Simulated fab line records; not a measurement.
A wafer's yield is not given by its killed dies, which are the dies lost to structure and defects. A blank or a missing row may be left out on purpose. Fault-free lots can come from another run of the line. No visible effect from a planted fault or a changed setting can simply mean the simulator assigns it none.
Check of tool commonality :: flow nand harc :: Sample size 13 lots and 39 wafers

## WHAT PROMPTED THE OPENING
Flagged at NHARC_A_ONON_D2_THK_MEAS_27: reading thk nm, on 2 of 13 lots. Wafers without a fault read 1003 nm, standard deviation 9.4.
Rule: a lot is flagged in two cases, either no wafer of it has a number, or all its wafers with numbers fall more than 4 standard deviations from that mean. All remaining lots are regarded as sound.

lot: L201
measured: day 12 20:40
on: film metro-02
thk nm (nm), wafer by wafer: 976 978 977
flag: 

lot: L203
measured: day 13 15:34
on: film metro-01
thk nm (nm), wafer by wafer: 1001 1001 999
flag: 

lot: L204
measured: day 14 02:01
on: film metro-01
thk nm (nm), wafer by wafer: 1015 1015 1016
flag: 

lot: L208
measured: day 15 17:37
on: film metro-01
thk nm (nm), wafer by wafer: 1426 1426 1428
flag: FLAGGED

lot: L211
measured: day 17 03:29
on: film metro-01
thk nm (nm), wafer by wafer: 1420 1417 1419
flag: FLAGGED

lot: L213
measured: day 17 08:25
on: film metro-02
thk nm (nm), wafer by wafer: 995 993 994
flag: 

lot: L215
measured: day 19 09:04
on: film metro-01
thk nm (nm), wafer by wafer: 1013 1011 1012
flag: 

lot: L218
measured: day 20 03:41
on: film metro-01
thk nm (nm), wafer by wafer: 1011 1011 1011
flag: 

lot: L220
measured: day 20 13:51
on: film metro-01
thk nm (nm), wafer by wafer: 996 995 996
flag: 

lot: L219
measured: day 20 13:52
on: film metro-02
thk nm (nm), wafer by wafer: 1004 1002 1003
flag: 

lot: L221
measured: day 21 02:32
on: film metro-02
thk nm (nm), wafer by wafer: 1007 1008 1008
flag: 

lot: L224
measured: day 22 12:02
on: film metro-01
thk nm (nm), wafer by wafer: 1008 1008 1007
flag: 

lot: L223
measured: day 23 16:04
on: film metro-01
thk nm (nm), wafer by wafer: 997 996 996
flag: 
The mean of the flagged lots' numbers is 1423 nm, +420 nm from the usual (+45 standard deviations).

## TOOL THAT RAN EACH LOT
The record keeps 1 process step preceding the reading, out of 1302 steps on the route. Every cell lists first the tool, next ch and the chambers used by the sampled wafers, and last the start.
lot: L201
flag: 
NHARC_A_ONON_D2_DEP_25: pecvd onon-04 ch 0, day 12 20:16

lot: L203
flag: 
NHARC_A_ONON_D2_DEP_25: pecvd onon-04 ch 0, day 13 15:07

lot: L204
flag: 
NHARC_A_ONON_D2_DEP_25: pecvd onon-01 ch 0, day 14 01:34

lot: L208
flag: FLAGGED
NHARC_A_ONON_D2_DEP_25: pecvd onon-04 ch 0, day 15 17:06

lot: L211
flag: FLAGGED
NHARC_A_ONON_D2_DEP_25: pecvd onon-04 ch 0, day 17 02:58

lot: L213
flag: 
NHARC_A_ONON_D2_DEP_25: pecvd onon-02 ch 0, day 17 07:58

lot: L215
flag: 
NHARC_A_ONON_D2_DEP_25: pecvd onon-02 ch 0, day 19 08:34

lot: L218
flag: 
NHARC_A_ONON_D2_DEP_25: pecvd onon-02 ch 0, day 20 03:10

lot: L220
flag: 
NHARC_A_ONON_D2_DEP_25: pecvd onon-01 ch 0, day 20 13:24

lot: L219
flag: 
NHARC_A_ONON_D2_DEP_25: pecvd onon-02 ch 0, day 20 13:22

lot: L221
flag: 
NHARC_A_ONON_D2_DEP_25: pecvd onon-02 ch 0, day 21 02:09

lot: L224
flag: 
NHARC_A_ONON_D2_DEP_25: pecvd onon-04 ch 0, day 22 11:38

lot: L223
flag: 
NHARC_A_ONON_D2_DEP_25: pecvd onon-04 ch 0, day 23 15:37
These steps, and what they do:
- NHARC_A_ONON_D2_DEP_25: target thk 1000 nm.
- NHARC_A_ONON_D2_THK_MEAS_27: measures by ellipsometry.

## FLAGGED AGAINST TOTAL, ONE TOOL AT A TIME (gauges that did the reading follow at the end)
step: NHARC_A_ONON_D2_DEP_25
tool: pecvd onon-01
lots run: 2
flagged: 0
share of the flagged lots: none
sound lots run after its first flagged lot: -

step: NHARC_A_ONON_D2_DEP_25
tool: pecvd onon-02
lots run: 5
flagged: 0
share of the flagged lots: none
sound lots run after its first flagged lot: -

step: NHARC_A_ONON_D2_DEP_25
tool: pecvd onon-04
lots run: 6
flagged: 2
share of the flagged lots: all
sound lots run after its first flagged lot: 2 (L224,L223)

step: NHARC_A_ONON_D2_THK_MEAS_27
tool: film metro-01
lots run: 9
flagged: 2
share of the flagged lots: all
sound lots run after its first flagged lot: 5 (L215,L218,L220,L224,L223)

step: NHARC_A_ONON_D2_THK_MEAS_27
tool: film metro-02
lots run: 4
flagged: 0
share of the flagged lots: none
sound lots run after its first flagged lot: -

## WHAT THE TABLE PERMITS
Table rows that saw every flagged lot: 2, namely pecvd onon-04 at NHARC_A_ONON_D2_DEP_25 and film metro-01 at NHARC_A_ONON_D2_THK_MEAS_27.
- pecvd onon-04 at NHARC_A_ONON_D2_DEP_25: 2 of its 6 lots flagged. Lots that were sound ran on it after the first flagged one (L224, L223); a persistent fault on the entire tool would not allow that.
- film metro-01 at NHARC_A_ONON_D2_THK_MEAS_27: 2 of its 9 lots flagged. Lots that were sound ran on it after the first flagged one (L215, L218, L220, L224, L223); a persistent fault on the entire tool would not allow that.
No row of the table ran every flagged lot and no sound lot after the first.

## WHAT THE SIMULATOR PUT IN
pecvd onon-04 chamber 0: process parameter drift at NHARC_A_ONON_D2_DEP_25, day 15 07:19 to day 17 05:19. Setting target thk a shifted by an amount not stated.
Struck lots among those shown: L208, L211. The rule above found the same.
